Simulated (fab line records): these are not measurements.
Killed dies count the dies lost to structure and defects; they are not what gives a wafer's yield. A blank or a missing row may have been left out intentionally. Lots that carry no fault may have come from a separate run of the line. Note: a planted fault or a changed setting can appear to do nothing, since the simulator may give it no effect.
Comparing a struck lot with a sound one / flow n5-finfet / 37 steps out of a route of 1938
Sound: the wafers L682.4, L682.5, L682.6. Struck: wafers L688.1, L688.3, L688.4. The cause is named last.
For every step that has rows: the tool of each side, followed by ch and its chambers, followed by its first start. Under that, the readings that differ: sound wafers / struck wafers / difference of the means / sigmas: that difference in standard deviations of wafers without a fault.
alike: a reading whose means differ by less than 2 such deviations, as well as words and numbers matching on both sides. not compared: withheld readings; readings where some wafer has no value; bounds like >300 that might hide an equal value; numbers whose values overlap and for which the record gives no deviation.
The two part at a step that has a row with sigmas, a row that says differs or no value, or rows on one side only. When numbers do not overlap yet have no deviation, they are printed without sigmas and do not part them. A reading missing from all wafers of one side parts the sides only when that side holds two or more wafers.

first, 9 steps without rows for these wafers: N5_WELL_APT_COAT_19 (resist thk 950 nm); N5_WELL_APT_EBR_21; N5_WELL_APT_SOFTBAKE_20 (time 60 s); N5_WELL_APT_EXPOSE_22 (exposes mask PWELL, defocus 0 nm, target cd 200 nm); N5_WELL_APT_PEB_23 (peb time 90 s); N5_WELL_APT_DEVELOP_24 (develop time 45 s); N5_WELL_APT_HARDBAKE_29 (time 120 s); N5_WELL_APT_DESCUM_30 (chemistry O2, time 7.9 s); N5_WELL_APT_IMPLANT_31.
N5_WELL_APT_IMPLANT_32:
  sound on implanter-01 ch 0, day 1 15:25; struck on implanter-01 ch 0, day 3 03:53
reading=dose-ions-cm2; sound=1.9999e+13 2.0001e+13 2.0015e+13; struck=1.992e+12 2.039e+12 1.967e+12; difference=-1.801e+13; sigmas=-99 or more
reading=faraday-current-uA; sound=252 252 251; struck=26 25 26; difference=-226; sigmas=-51
  alike: rotation-deg
then, 25 steps without rows for these wafers: N5_WELL_APT_STRIP_33 (strips in SPM, time 900 s); N5_WELL_APT_RTA_34 (time 10 s); N5_WELL_APT_OXIDE_STRIP_42 (strips SiO2 in dHF, time 45 s, target depth 12 nm); N5_WELL_APT_PRECLEAN_36 (cleans in O3/DIW, time 45 s); N5_WELL_APT_PRECLEAN_39 (cleans in dHF, time 60 s); N5_WELL_APT_SRD_37 (time 30 s); N5_WELL_APT_EPI_41 (deposits Si from SiH4/H2, target thk 50 nm, time 297.7 s); N5_PMOS_HMC_CHANNEL_EPI_HM_DEP_34 (deposits SiO2 from TEOS/O2, target thk 36 nm, time 6.9 s); N5_PMOS_HMC_CHANNEL_EPI_COAT_31 (time 60 s, resist thk 66 nm); N5_PMOS_HMC_CHANNEL_EPI_COAT_03 (resist thk 205 nm); N5_PMOS_HMC_CHANNEL_EPI_EBR_05; N5_PMOS_HMC_CHANNEL_EPI_SOFTBAKE_04 (time 60 s); N5_PMOS_HMC_CHANNEL_EPI_EXPOSE_06 (exposes mask PMOS HMC BLK, target cd 240 nm); N5_PMOS_HMC_CHANNEL_EPI_PEB_07 (peb time 60 s); N5_PMOS_HMC_CHANNEL_EPI_DEVELOP_08 (develop time 30 s); N5_PMOS_HMC_CHANNEL_EPI_DESCUM_14 (chemistry O2, time 7.9 s); N5_PMOS_HMC_CHANNEL_EPI_ETCH_32 (etches BARC in N2/H2, stops on SiO2, target depth 85.8 nm, time 50.3 s); N5_PMOS_HMC_CHANNEL_EPI_HM_OPEN_15 (chemistry CHF3/O2, target SiO2, target depth 40.6 nm, time 20.3 s); N5_PMOS_HMC_CHANNEL_EPI_STRIP_33 (strips in N2/H2); N5_PMOS_HMC_CHANNEL_EPI_STRIP_17 (strips in SPM, time 750 s); N5_PMOS_HMC_CHANNEL_EPI_ETCH_38 (etches SiO2 in CF4, target depth 1.5 nm); N5_PMOS_HMC_CHANNEL_EPI_FIN_RECESS_16 (chemistry HBr/Cl2, target Si, target depth 54 nm, time 18 s); N5_PMOS_HMC_CHANNEL_EPI_PRECLEAN_36 (cleans in O3/DIW, time 45 s); N5_PMOS_HMC_CHANNEL_EPI_PRECLEAN_18 (cleans in DHF, time 30 s); N5_PMOS_HMC_CHANNEL_EPI_SRD_19 (time 30 s).
-- the record jumps here: 6 days lie between the struck wafers' starts before and after (it left off in module PMOS_HMC_CHANNEL_EPI and takes up again in module BEOL_M4, whose first step shown is number 1111 of the route) --
N5_BEOL_M4_RC_MEAS_101:
  sound on prober-02 ch 0, day 8 00:20; struck on prober-02 ch 0, day 9 15:42
reading=CJ_N; sound=4.20 4.27 4.27; struck=1.42 1.41 1.43; difference=-2.83; sigmas=-35
reading=DIBL_N (mV/V); sound=34.4 37.6 35.3; struck=48.1 51.9 65.2; difference=+19.3; sigmas=+13
reading=IOFF_N (nA/um); sound=0.124 0.184 0.138; struck=0.722 1.152 3.306; difference=+1.578; sigmas=+75
reading=IOFF_N_85C (nA/um); sound=2.6 3.6 2.8; struck=11.1 16.3 39.5; difference=+19.3; sigmas=+55
reading=IOFF_N_LIN (nA/um); sound=0.062 0.084 0.068; struck=0.102 0.131 0.214; difference=+0.078; sigmas=+9
reading=RS_PWELL (ohm/sq); sound=3010 2971 2978; struck=3195 3169 3191; difference=+199; sigmas=+7
reading=SS_N (mV/dec); sound=71.0 72.1 71.2; struck=85.5 88.5 100.5; difference=+20.1; sigmas=+40
reading=VT_N (mV); sound=250.8 249.1 251.8; struck=246.8 245.2 243.8; difference=-5.3; sigmas=-2
  alike: DIBL_P, IOFF_P, ION_N, ION_P, SS_P, VT_P
-- here the record skips 4 days between the struck wafers' starts before and after, leaving off in module BEOL_M4 and picking up in module PASSIVATION (first step shown: number 1936 of the route) --
N5_PASSIVATION_PROBE_49:
  rows exist in the record for the struck wafers here (prober-01, day 13 21:34), but not for the sound ones

== WHERE THEY PART ==
Earliest at N5_WELL_APT_IMPLANT_32; latest, in this record, at N5_PASSIVATION_PROBE_49.

WHY: the cause the simulator had injected
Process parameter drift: implanter-01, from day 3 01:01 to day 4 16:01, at N5_WELL_APT_IMPLANT_32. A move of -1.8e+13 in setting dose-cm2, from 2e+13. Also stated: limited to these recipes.
